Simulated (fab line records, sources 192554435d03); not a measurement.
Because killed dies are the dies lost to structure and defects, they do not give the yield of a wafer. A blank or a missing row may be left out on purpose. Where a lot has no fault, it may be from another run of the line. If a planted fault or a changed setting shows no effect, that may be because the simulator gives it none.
Matching of chambers    flow n5 finfet    4 sister chambers for N5_BEOL_M1_ETCH_64 on rie diel-02
The step etches SOC in N2/H2, target depth 75 nm, overetch 15 nm, time 112.5 s. 4 wafers are shown with their chamber, then 8 later ones without.

EACH WAFER AND ITS CHAMBER
wafer   chamber  drypump motor current A (A)
L084.2  3        6.2
L084.6  1        5.2
L091.4  2        6.5
L094.2  0        5.6

WAFERS MISSING THEIR CHAMBER
wafer   drypump motor current A (A)
L094.3  6.4
L094.6  6.4
L096.1  6.2
L096.3  5.6
L096.5  6.2
L097.1  6.4
L097.2  5.6
L097.3  5.2

THE CHAMBER EACH PASSED THROUGH
wafer   from the rows above      in truth
L094.3  can't be placed: 2 or 3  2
L094.6  can't be placed: 2 or 3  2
L096.1  3                        3
L096.3  0                        0
L096.5  3                        3
L097.1  can't be placed: 2 or 3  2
L097.2  0                        0
L097.3  1                        1
Correctly placed: 5 of 8. From these rows, 3 cannot be placed; in 3 the true chamber is one of the candidates. Placed wrongly: 0.
How it was worked out, from the rows above alone: a wafer's distance from a chamber is the root of the sum, over the readings, of the square of ((its reading less the chamber's mean) divided by the reading's scatter). The wafer belongs to the nearest chamber; if the next one is less than 2 further off, it can't be placed. A chamber's mean is the mean of its shown wafers. The scatter: root of mean squared gap, hidden wafer to nearest shown wafer, with one shown wafer a chamber.
